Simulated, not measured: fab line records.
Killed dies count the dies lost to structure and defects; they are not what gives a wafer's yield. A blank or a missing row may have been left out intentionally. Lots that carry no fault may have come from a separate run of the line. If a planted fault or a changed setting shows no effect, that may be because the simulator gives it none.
Chamber matching -- flow n5_finfet -- 3 sister chambers for N5_BEOL_M2_ILD_DEP_00 on pecvd-03
The step deposits SiOC from DEMS/O2, target thk 79 nm, time 15.3 s. 6 wafers are shown with their chamber, then 12 later ones without.

## EACH WAFER AND ITS CHAMBER
wafer,chamber,throttle_valve_pct (%),showerhead_plenum_p_Torr (Torr)
L089.2,2,10.8,5.715
L090.3,1,12.7,5.716
L090.6,0,14.5,5.681
L092.2,0,14.4,5.689
L092.3,2,10.6,5.719
L092.6,1,13.0,5.707

## WAFERS WHOSE CHAMBER IS MISSING
wafer,throttle_valve_pct (%),showerhead_plenum_p_Torr (Torr)
L094.1,12.6,5.718
L094.2,10.7,5.708
L094.3,14.5,5.699
L094.4,13.1,5.728
L094.5,10.8,5.722
L094.6,14.5,5.681
L095.2,14.4,5.682
L095.4,12.5,5.711
L095.5,14.3,5.695
L097.1,14.2,5.700
L097.3,10.6,5.704
L097.4,14.4,5.688

## CHAMBER TAKEN BY EACH
wafer,from the rows above,in truth
L094.1,1,1
L094.2,2,2
L094.3,0,0
L094.4,1,1
L094.5,2,2
L094.6,0,0
L095.2,0,0
L095.4,1,1
L095.5,0,0
L097.1,0,0
L097.3,2,2
L097.4,0,0
Correct placement for 12 of the 12. Not placeable from these rows: 0. 0 placed wrongly.
How it was worked out, from the rows above alone: a wafer's distance from a chamber is the root of the sum, over the readings, of the square of ((its reading less the chamber's mean) divided by the reading's scatter). The wafer belongs to the nearest chamber; if the next one is less than 2 further off, it can't be placed. The mean given for a chamber averages the wafers shown for that chamber. How the scatter is found: for the shown wafers, subtract from each reading the mean of its chamber, square and add these, divide the total by (wafers less chambers), then take the root.
